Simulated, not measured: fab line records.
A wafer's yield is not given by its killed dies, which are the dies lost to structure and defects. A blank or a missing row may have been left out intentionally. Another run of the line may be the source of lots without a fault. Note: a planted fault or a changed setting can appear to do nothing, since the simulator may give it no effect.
Which tool was responsible? | flow n5_finfet | 72 wafers from 24 lots sampled at 6 of the route's 1938 steps

WHAT EACH GAUGE READ, for each wafer
N5_BEOL_M2_CD_MEAS_11 targets a cd of 16.79 nm. Usual: cd_nm reads 16.82 nm (standard deviation 0.27).
lot  | measured     | on        | cd_nm (nm)        | flag
L074 | day 6 16:51  | cd_sem-01 | 16.78 17.00 16.65 |
L075 | day 6 18:28  | cd_sem-01 | 17.49 16.76 16.89 |
L076 | day 7 03:03  | cd_sem-01 | 16.75 16.63 17.21 |
L077 | day 7 20:06  | cd_sem-01 | 16.71 16.86 16.47 |
L078 | day 8 01:40  | cd_sem-02 | 16.99 16.84 16.98 |
L079 | day 8 07:35  | cd_sem-01 | 17.09 16.59 17.04 |
L080 | day 8 07:46  | cd_sem-02 | 16.90 17.20 16.81 |
L081 | day 8 10:59  | cd_sem-03 | 16.27 16.77 16.72 |
L082 | day 8 14:08  | cd_sem-02 | 16.80 16.47 16.48 |
L083 | day 8 15:02  | cd_sem-02 | 16.68 16.67 16.89 |
L084 | day 9 13:34  | cd_sem-02 | 16.69 16.26 16.75 |
L085 | day 9 16:45  | cd_sem-01 | 16.69 16.58 16.49 |
L086 | day 9 17:07  | cd_sem-02 | 16.85 17.01 16.98 |
L087 | day 10 05:13 | cd_sem-03 | 16.64 17.43 16.89 |
L088 | day 10 05:22 | cd_sem-03 | 17.00 16.98 16.88 |
L089 | day 10 12:14 | cd_sem-02 | 17.04 16.65 16.89 |
L090 | day 10 12:25 | cd_sem-01 | 16.81 16.70 17.19 |
L091 | day 11 00:22 | cd_sem-01 | 16.57 16.92 16.91 |
L092 | day 11 03:52 | cd_sem-02 | 17.13 16.50 16.81 |
L093 | day 11 05:05 | cd_sem-01 | 16.89 17.06 17.03 |
L094 | day 12 02:34 | cd_sem-03 | 16.63 16.96 16.50 |
L095 | day 12 02:52 | cd_sem-03 | 16.74 16.17 16.99 |
L096 | day 12 05:24 | cd_sem-03 | 16.68 17.24 16.91 |
L097 | day 12 13:31 | cd_sem-01 | 16.80 17.03 16.71 |

EACH LOT AND THE TOOL THAT RAN IT (in order: tool; ch and the chambers of the sampled wafers; start)
lot  | N5_BEOL_M1_ETCH_77                 | N5_BEOL_M1_SPUTTER_79        | N5_BEOL_M1_SPUTTER_86        | N5_BEOL_M1_SPUTTER_94        | N5_BEOL_M2_PECVD_72
L074 | rie_diel-04 ch 0,2,3, day 6 08:37  | pvd_sputter-02, day 6 12:21  | pvd_sputter-02, day 6 12:47  | pvd_sputter-02, day 6 13:40  | pecvd-04 ch 0,1, day 6 15:10
L075 | rie_diel-03 ch 0,1,3, day 6 09:11  | pvd_sputter-02, day 6 14:17  | pvd_sputter-02, day 6 14:44  | pvd_sputter-02, day 6 15:37  | pecvd-02 ch 0,1, day 6 17:09
L076 | rie_diel-06 ch 1,3, day 6 17:44    | pvd_sputter-03, day 6 20:45  | pvd_sputter-03, day 6 21:11  | pvd_sputter-03, day 6 22:04  | pecvd-04 ch 1,2, day 6 23:31
L077 | rie_diel-06 ch 1,2,3, day 6 21:11  | pvd_sputter-03, day 7 16:49  | pvd_sputter-03, day 7 17:15  | pvd_sputter-03, day 7 18:08  | pecvd-04 ch 0,1, day 7 19:34
L078 | rie_diel-03 ch 0,1,3, day 7 00:07  | pvd_sputter-02, day 7 21:26  | pvd_sputter-02, day 7 21:52  | pvd_sputter-02, day 7 22:45  | pecvd-04 ch 0,1,2, day 8 00:11
L079 | rie_diel-03 ch 1,3, day 7 16:43    | pvd_sputter-01, day 8 02:15  | pvd_sputter-01, day 8 02:44  | pvd_sputter-01, day 8 03:44  | pecvd-02 ch 0,1,2, day 8 05:13
L080 | rie_diel-04 ch 1,2,3, day 7 20:04  | pvd_sputter-02, day 8 02:31  | pvd_sputter-02, day 8 02:57  | pvd_sputter-02, day 8 03:50  | pecvd-04 ch 0,1,2, day 8 05:16
L081 | rie_diel-04 ch 1,2,3, day 7 23:04  | pvd_sputter-03, day 8 05:35  | pvd_sputter-03, day 8 06:01  | pvd_sputter-03, day 8 06:54  | pecvd-03 ch 0,1, day 8 08:47
L082 | rie_diel-04 ch 0,1, day 8 02:02    | pvd_sputter-02, day 8 08:53  | pvd_sputter-02, day 8 09:19  | pvd_sputter-02, day 8 10:12  | pecvd-02 ch 0,2, day 8 11:39
L083 | rie_diel-06 ch 1,2,3, day 8 08:57  | pvd_sputter-01, day 8 11:49  | pvd_sputter-01, day 8 12:15  | pvd_sputter-01, day 8 13:08  | pecvd-03 ch 0,1,2, day 8 14:34
L084 | rie_diel-03 ch 1,2, day 8 18:37    | pvd_sputter-02, day 9 08:52  | pvd_sputter-02, day 9 09:19  | pvd_sputter-02, day 9 10:11  | pecvd-02 ch 0,1,2, day 9 11:39
L085 | rie_diel-06 ch 0,1,3, day 8 22:37  | pvd_sputter-01, day 9 11:05  | pvd_sputter-01, day 9 11:31  | pvd_sputter-01, day 9 12:24  | pecvd-03 ch 0,1, day 9 13:50
L086 | rie_diel-06 ch 0,1,3, day 9 03:58  | pvd_sputter-03, day 9 12:55  | pvd_sputter-03, day 9 13:22  | pvd_sputter-03, day 9 14:14  | pecvd-03 ch 0,1, day 9 15:45
L087 | rie_diel-03 ch 0,2, day 9 14:34    | pvd_sputter-02, day 9 22:38  | pvd_sputter-02, day 9 23:05  | pvd_sputter-02, day 9 23:58  | pecvd-04 ch 0,1,2, day 10 01:23
L088 | rie_diel-04 ch 0,1,3, day 9 14:45  | pvd_sputter-02, day 10 01:19 | pvd_sputter-02, day 10 01:46 | pvd_sputter-02, day 10 02:38 | pecvd-03 ch 1, day 10 04:05
L089 | rie_diel-03 ch 0,2, day 10 02:09   | pvd_sputter-03, day 10 06:43 | pvd_sputter-03, day 10 07:10 | pvd_sputter-03, day 10 08:02 | pecvd-02 ch 0,2, day 10 09:28
L090 | rie_diel-03 ch 0,1,3, day 10 02:17 | pvd_sputter-02, day 10 06:50 | pvd_sputter-02, day 10 07:17 | pvd_sputter-02, day 10 08:10 | pecvd-03 ch 0,1, day 10 09:35
L091 | rie_diel-06 ch 0,1,2, day 10 10:13 | pvd_sputter-03, day 10 19:40 | pvd_sputter-03, day 10 20:07 | pvd_sputter-03, day 10 20:59 | pecvd-03 ch 1,2, day 10 22:47
L092 | rie_diel-03 ch 1,2,3, day 10 15:04 | pvd_sputter-01, day 10 21:58 | pvd_sputter-01, day 10 22:25 | pvd_sputter-01, day 10 23:17 | pecvd-02 ch 0,1,2, day 11 00:52
L093 | rie_diel-03 ch 1,2, day 10 20:13   | pvd_sputter-02, day 11 01:03 | pvd_sputter-02, day 11 01:29 | pvd_sputter-02, day 11 02:22 | pecvd-03 ch 0,1, day 11 03:48
L094 | rie_diel-03 ch 1,2, day 11 01:09   | pvd_sputter-02, day 11 21:25 | pvd_sputter-02, day 11 21:51 | pvd_sputter-02, day 11 22:44 | pecvd-02 ch 0,1, day 12 00:10
L095 | rie_diel-06 ch 0,3, day 11 06:25   | pvd_sputter-01, day 11 22:02 | pvd_sputter-01, day 11 22:29 | pvd_sputter-01, day 11 23:22 | pecvd-03 ch 0,1,2, day 12 00:48
L096 | rie_diel-06 ch 0,1,2, day 11 17:52 | pvd_sputter-03, day 12 02:07 | pvd_sputter-03, day 12 02:33 | pvd_sputter-03, day 12 03:26 | pecvd-03 ch 0,1, day 12 04:57
L097 | rie_diel-06 ch 0,1,3, day 12 04:08 | pvd_sputter-03, day 12 08:52 | pvd_sputter-03, day 12 09:19 | pvd_sputter-03, day 12 10:11 | pecvd-02 ch 0,1,2, day 12 11:38
- N5_BEOL_M1_ETCH_77: etches underlayer in N2/H2, target depth 6.5 nm, time 5.2 s.
- N5_BEOL_M1_SPUTTER_79: material Cu, target thk 4.5 nm, time 8.29 s.
- N5_BEOL_M1_SPUTTER_86: material Cu, target thk 4.5 nm, time 8.29 s.
- N5_BEOL_M1_SPUTTER_94: material Cu, target thk 4.5 nm, time 8.29 s.
- N5_BEOL_M2_PECVD_72: deposits SiO2 from TEOS/O2, target thk 16 nm, time 18 s.

AS READ BY THE TOOLS THEMSELVES (means over the sampled wafers that have a number; for cases with no such wafer, the mark the record gives instead)
N5_BEOL_M1_ETCH_77. Usual: drypump_motor_current_A is 5.8 A with standard deviation 0.38, etch_rf_on_time_s is 5.30 s with standard deviation 0.17, oes_product_au is 0.64 a.u. with standard deviation 0.063, rf_fwd_power_W is 819.5 W with standard deviation 2.5, rf_vpp_V is 524.1 V with standard deviation 2.5, showerhead_plenum_p_Torr is 2.56 Torr with standard deviation 0.077, and throttle_valve_pct is 17.93 % with standard deviation 0.29.
lot  | tool        | drypump_motor_current_A (A) | etch_rf_on_time_s (s) | oes_product_au (a.u.) | rf_fwd_power_W (W) | rf_vpp_V (V) | showerhead_plenum_p_Torr (Torr) | throttle_valve_pct (%) | flag
L074 | rie_diel-04 | 6.0                         | 5.32                  | 0.65                  | 821.9              | 525.1        | 2.63                            | 17.96                  |
L075 | rie_diel-03 | 6.1                         | 5.40                  | 0.59                  | 819.5              | 526.0        | 2.63                            | 18.00                  |
L076 | rie_diel-06 | 5.8                         | 5.40                  | 0.62                  | 816.6              | 522.2        | 2.47                            | 18.08                  |
L077 | rie_diel-06 | 5.6                         | 5.34                  | 0.65                  | 820.0              | 522.4        | 2.48                            | 17.94                  |
L078 | rie_diel-03 | 6.1                         | 5.46                  | 0.58                  | 819.9              | 527.0        | 2.62                            | 18.02                  |
L079 | rie_diel-03 | 6.2                         | 5.48                  | 0.57                  | 819.8              | 525.1        | 2.62                            | 17.88                  |
L080 | rie_diel-04 | 6.0                         | 5.28                  | 0.62                  | 817.8              | 526.6        | 2.64                            | 18.04                  |
L081 | rie_diel-04 | 6.1                         | 5.25                  | 0.62                  | 819.2              | 526.5        | 2.64                            | 18.04                  |
L082 | rie_diel-04 | 6.2                         | 5.33                  | 0.66                  | 819.7              | 526.6        | 2.62                            | 17.63                  |
L083 | rie_diel-06 | 5.6                         | 5.28                  | 0.64                  | 819.7              | 523.1        | 2.48                            | 17.97                  |
L084 | rie_diel-03 | 5.7                         | 5.33                  | 0.62                  | 820.8              | 524.7        | 2.58                            | 17.89                  |
L085 | rie_diel-06 | 5.6                         | 5.30                  | 0.61                  | 818.8              | 522.2        | 2.50                            | 18.12                  |
L086 | rie_diel-06 | 5.6                         | 5.33                  | 0.61                  | 818.4              | 522.4        | 2.49                            | 18.11                  |
L087 | rie_diel-03 | 5.9                         | 5.04                  | 0.67                  | 820.1              | 522.0        | 2.51                            | 17.83                  |
L088 | rie_diel-04 | 5.9                         | 5.38                  | 0.65                  | 818.9              | 526.7        | 2.62                            | 17.82                  |
L089 | rie_diel-03 | 6.0                         | 5.19                  | 0.62                  | 819.2              | 524.0        | 2.56                            | 18.06                  |
L090 | rie_diel-03 | 6.1                         | 5.41                  | 0.64                  | 820.6              | 526.5        | 2.61                            | 17.92                  |
L091 | rie_diel-06 | 5.4                         | 5.26                  | 0.64                  | 818.6              | 523.4        | 2.50                            | 18.00                  |
L092 | rie_diel-03 | 5.9                         | 5.29                  | 0.69                  | 818.2              | 523.8        | 2.56                            | 17.69                  |
L093 | rie_diel-03 | 5.7                         | 5.16                  | 0.66                  | 819.8              | 521.1        | 2.52                            | 17.76                  |
L094 | rie_diel-03 | 5.7                         | 5.14                  | 0.66                  | 816.6              | 522.4        | 2.52                            | 17.78                  |
L095 | rie_diel-06 | 5.8                         | 5.28                  | 0.59                  | 819.9              | 520.4        | 2.45                            | 18.20                  |
L096 | rie_diel-06 | 5.4                         | 5.22                  | 0.63                  | 818.2              | 520.6        | 2.50                            | 18.02                  |
L097 | rie_diel-06 | 5.6                         | 5.37                  | 0.59                  | 822.6              | 522.3        | 2.49                            | 18.14                  |

N5_BEOL_M1_SPUTTER_79. Usual: chuck_sensor_temp_C -16.0 C, standard deviation 0.41; throttle_valve_pct 30.0 %, standard deviation 1.1.
lot  | tool           | chuck_sensor_temp_C (C) | throttle_valve_pct (%) | flag
L074 | pvd_sputter-02 | -15.7                   | 29.1                   |
L075 | pvd_sputter-02 | -16.0                   | 29.7                   |
L076 | pvd_sputter-03 | -15.9                   | 30.6                   |
L077 | pvd_sputter-03 | -16.3                   | 29.5                   |
L078 | pvd_sputter-02 | -15.8                   | 29.2                   |
L079 | pvd_sputter-01 | -16.2                   | 30.2                   |
L080 | pvd_sputter-02 | -15.9                   | 29.8                   |
L081 | pvd_sputter-03 | -16.2                   | 30.5                   |
L082 | pvd_sputter-02 | -16.0                   | 30.3                   |
L083 | pvd_sputter-01 | -16.3                   | 30.4                   |
L084 | pvd_sputter-02 | -15.9                   | 29.3                   |
L085 | pvd_sputter-01 | -16.0                   | 30.7                   |
L086 | pvd_sputter-03 | -16.5                   | 30.8                   |
L087 | pvd_sputter-02 | -15.9                   | 30.5                   |
L088 | pvd_sputter-02 | -16.1                   | 29.8                   |
L089 | pvd_sputter-03 | -16.8                   | 29.8                   |
L090 | pvd_sputter-02 | -16.0                   | 30.4                   |
L091 | pvd_sputter-03 | -16.1                   | 29.9                   |
L092 | pvd_sputter-01 | -16.4                   | 30.7                   |
L093 | pvd_sputter-02 | -16.0                   | 29.9                   |
L094 | pvd_sputter-02 | -15.8                   | 28.6                   |
L095 | pvd_sputter-01 | -15.8                   | 29.7                   |
L096 | pvd_sputter-03 | -15.8                   | 31.1                   |
L097 | pvd_sputter-03 | -16.4                   | 30.6                   |

N5_BEOL_M1_SPUTTER_86. Usual: chuck_sensor_temp_C -16.1 C, standard deviation 0.41; throttle_valve_pct 30.0 %, standard deviation 1.1.
lot  | tool           | chuck_sensor_temp_C (C) | throttle_valve_pct (%) | flag
L074 | pvd_sputter-02 | -15.7                   | 29.1                   |
L075 | pvd_sputter-02 | -16.0                   | 29.6                   |
L076 | pvd_sputter-03 | -15.9                   | 30.6                   |
L077 | pvd_sputter-03 | -16.2                   | 29.6                   |
L078 | pvd_sputter-02 | -15.8                   | 29.3                   |
L079 | pvd_sputter-01 | -16.1                   | 30.1                   |
L080 | pvd_sputter-02 | -16.0                   | 29.6                   |
L081 | pvd_sputter-03 | -16.2                   | 30.4                   |
L082 | pvd_sputter-02 | -16.1                   | 30.5                   |
L083 | pvd_sputter-01 | -16.3                   | 30.5                   |
L084 | pvd_sputter-02 | -16.0                   | 29.2                   |
L085 | pvd_sputter-01 | -16.1                   | 30.7                   |
L086 | pvd_sputter-03 | -16.5                   | 30.9                   |
L087 | pvd_sputter-02 | -16.0                   | 30.3                   |
L088 | pvd_sputter-02 | -16.0                   | 29.8                   |
L089 | pvd_sputter-03 | -16.7                   | 30.0                   |
L090 | pvd_sputter-02 | -16.0                   | 30.4                   |
L091 | pvd_sputter-03 | -16.2                   | 29.9                   |
L092 | pvd_sputter-01 | -16.4                   | 30.5                   |
L093 | pvd_sputter-02 | -16.0                   | 29.8                   |
L094 | pvd_sputter-02 | -15.8                   | 28.8                   |
L095 | pvd_sputter-01 | -15.8                   | 29.7                   |
L096 | pvd_sputter-03 | -16.0                   | 31.0                   |
L097 | pvd_sputter-03 | -16.3                   | 30.4                   |

N5_BEOL_M1_SPUTTER_94. Usual: chuck_sensor_temp_C -16.0 C, standard deviation 0.39; throttle_valve_pct 30.0 %, standard deviation 1.1.
lot  | tool           | chuck_sensor_temp_C (C) | throttle_valve_pct (%) | flag
L074 | pvd_sputter-02 | -15.9                   | 29.1                   |
L075 | pvd_sputter-02 | -15.9                   | 29.7                   |
L076 | pvd_sputter-03 | -16.0                   | 30.6                   |
L077 | pvd_sputter-03 | -16.3                   | 29.4                   |
L078 | pvd_sputter-02 | -15.9                   | 29.1                   |
L079 | pvd_sputter-01 | -16.1                   | 30.2                   |
L080 | pvd_sputter-02 | -15.9                   | 29.6                   |
L081 | pvd_sputter-03 | -16.2                   | 30.6                   |
L082 | pvd_sputter-02 | -15.9                   | 30.4                   |
L083 | pvd_sputter-01 | -16.3                   | 30.5                   |
L084 | pvd_sputter-02 | -15.8                   | 29.2                   |
L085 | pvd_sputter-01 | -16.2                   | 30.8                   |
L086 | pvd_sputter-03 | -16.6                   | 30.9                   |
L087 | pvd_sputter-02 | -16.0                   | 30.2                   |
L088 | pvd_sputter-02 | -15.9                   | 29.9                   |
L089 | pvd_sputter-03 | -16.6                   | 29.8                   |
L090 | pvd_sputter-02 | -15.9                   | 30.4                   |
L091 | pvd_sputter-03 | -16.2                   | 30.0                   |
L092 | pvd_sputter-01 | -16.4                   | 30.5                   |
L093 | pvd_sputter-02 | -16.1                   | 29.9                   |
L094 | pvd_sputter-02 | -15.9                   | 28.5                   |
L095 | pvd_sputter-01 | -15.8                   | 29.7                   |
L096 | pvd_sputter-03 | -15.8                   | 31.1                   |
L097 | pvd_sputter-03 | -16.3                   | 30.5                   |

N5_BEOL_M2_PECVD_72. Usual: chamber_pressure_Torr 5.500 Torr, standard deviation 0.012; heater_power_w 753 W, standard deviation 64; rf_fwd_power_W 443.8 W, standard deviation 2.2; showerhead_plenum_p_Torr 8.80 Torr, standard deviation 0.078; throttle_valve_pct 22.0 %, standard deviation 0.72.
lot  | tool     | chamber_pressure_Torr (Torr) | heater_power_w (W) | rf_fwd_power_W (W) | showerhead_plenum_p_Torr (Torr) | throttle_valve_pct (%) | flag
L074 | pecvd-04 | 5.492                        | 699                | 441.9              | 8.76                            | 23.1                   |
L075 | pecvd-02 | 5.506                        | 844                | 443.5              | 8.72                            | 21.4                   |
L076 | pecvd-04 | 5.495                        | 741                | 443.5              | 8.74                            | 23.1                   |
L077 | pecvd-04 | 5.486                        | 727                | 442.3              | 8.78                            | 23.1                   |
L078 | pecvd-04 | 5.498                        | 768                | 444.5              | 8.78                            | 23.0                   |
L079 | pecvd-02 | 5.514                        | 745                | 442.7              | 8.75                            | 21.5                   |
L080 | pecvd-04 | 5.502                        | 714                | 444.6              | 8.78                            | 22.9                   |
L081 | pecvd-03 | 5.503                        | 742                | 442.6              | 8.88                            | 21.9                   |
L082 | pecvd-02 | 5.495                        | 710                | 445.5              | 8.78                            | 21.8                   |
L083 | pecvd-03 | 5.495                        | 705                | 444.7              | 8.82                            | 21.9                   |
L084 | pecvd-02 | 5.513                        | 753                | 443.6              | 8.76                            | 21.6                   |
L085 | pecvd-03 | 5.501                        | 819                | 446.2              | 8.90                            | 22.1                   |
L086 | pecvd-03 | 5.509                        | 809                | 443.9              | 8.90                            | 22.3                   |
L087 | pecvd-04 | 5.505                        | 720                | 443.7              | 8.78                            | 22.9                   |
L088 | pecvd-03 | 5.498                        | 802                | 444.8              | 8.95                            | 22.7                   |
L089 | pecvd-02 | 5.481                        | 732                | 445.0              | 8.78                            | 21.6                   |
L090 | pecvd-03 | 5.502                        | 826                | 441.9              | 8.82                            | 21.8                   |
L091 | pecvd-03 | 5.505                        | 668                | 443.8              | 8.81                            | 21.4                   |
L092 | pecvd-02 | 5.511                        | 783                | 443.9              | 8.75                            | 21.7                   |
L093 | pecvd-03 | 5.501                        | 756                | 443.5              | 8.87                            | 22.4                   |
L094 | pecvd-02 | 5.496                        | 764                | 446.5              | 8.74                            | 21.5                   |
L095 | pecvd-03 | 5.504                        | 745                | 445.2              | 8.83                            | 21.8                   |
L096 | pecvd-03 | 5.496                        | 767                | 443.3              | 8.89                            | 22.4                   |
L097 | pecvd-02 | 5.503                        | 806                | 443.8              | 8.76                            | 21.6                   |

THE ANSWER, worked out from the rows above alone
Rule: lot off if the mean of its wafers having a number is beyond 3 standard deviations from the usual mean. Also off: a lot with no number at a reading for which 4 or more lots have one. Where the step has rows for the other lots, those lots are counted as sound. The gauges are gone through in route order, then the tools' own readings, and for those a lot's mean is taken as printed above. The first step at which some lot is off is used, and at that step the reading that is off furthest; a lot without a number counts as furthest.
Across all readings shown, no lot is off: no conclusion can be drawn from this.

WHAT WAS PUT IN BY THE SIMULATOR
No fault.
